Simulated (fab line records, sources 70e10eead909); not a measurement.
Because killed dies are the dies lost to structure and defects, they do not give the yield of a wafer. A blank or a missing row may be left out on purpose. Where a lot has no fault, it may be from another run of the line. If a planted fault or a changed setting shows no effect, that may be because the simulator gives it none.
Matching of chambers ; flow nand-harc ; 4 sister chambers for NHARC_A_M1_STRIP_18 on rie-diel-06
The step strips in N2/H2. 14 wafers are shown with their chamber, then 7 later ones without.

## WAFERS PAIRED WITH THEIR CHAMBERS
wafer;chamber;drypump-motor-current-A (A);oes-product-au (a.u.);rf-vpp-V (V)
L828.3;3;5.3;0.982;89.9
L828.4;2;5.7;0.995;92.2
L828.6;0;5.7;1.007;89.0
L829.1;3;5.4;0.991;88.7
L829.4;0;5.7;1.018;91.4
L829.5;1;6.2;0.994;89.2
L833.2;3;5.4;0.989;90.9
L833.3;1;6.3;0.997;89.7
L833.6;1;6.2;1.007;89.0
L834.1;0;5.7;1.019;90.7
L834.3;3;5.3;1.003;89.4
L834.5;2;5.7;1.011;92.0
L836.2;2;5.7;1.016;89.8
L836.3;0;5.7;1.002;90.9

SIGNATURES, as means of the wafers listed above
reading;chamber 0;chamber 1;chamber 2;chamber 3;scatter within a chamber
drypump-motor-current-A;5.700;6.233;5.700;5.350;0.0408
oes-product-au;1.01150;0.99933;1.00733;0.99125;0.00878
rf-vpp-V;90.500;89.300;91.333;89.725;0.982
Rule: a wafer lies at a distance from a chamber equal to the root of the sum of squares, over the readings, of (its reading less the chamber's mean, divided by the reading's scatter). If the next closest chamber is less than 2 further off than the closest, the wafer can't be placed; otherwise it belongs to the closest. The scatter: take each reading less its chamber's mean, square it, sum over the shown wafers, divide by the number of wafers less the number of chambers, and take the root.

## WAFERS WITHOUT THEIR CHAMBER
wafer;drypump-motor-current-A (A);oes-product-au (a.u.);rf-vpp-V (V)
L836.4;5.4;0.997;90.0
L835.1;5.7;1.016;89.4
L835.2;5.7;1.015;90.6
L835.6;5.7;1.007;90.7
L844.1;6.3;0.996;89.9
L844.2;5.7;0.984;91.6
L844.3;5.7;1.012;89.8

## WHICH CHAMBER EACH WENT THROUGH
wafer;from the rows above;in truth
L836.4;3;3
L835.1;can't be placed: 0 or 2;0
L835.2;can't be placed: 0 or 2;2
L835.6;can't be placed: 0 or 2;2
L844.1;1;1
L844.2;can't be placed: 2 or 0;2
L844.3;can't be placed: 0 or 2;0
Correct placement for 2 of the 7. These rows do not allow placing 5 (true chamber among the candidates in 5). Placed wrongly: 0.
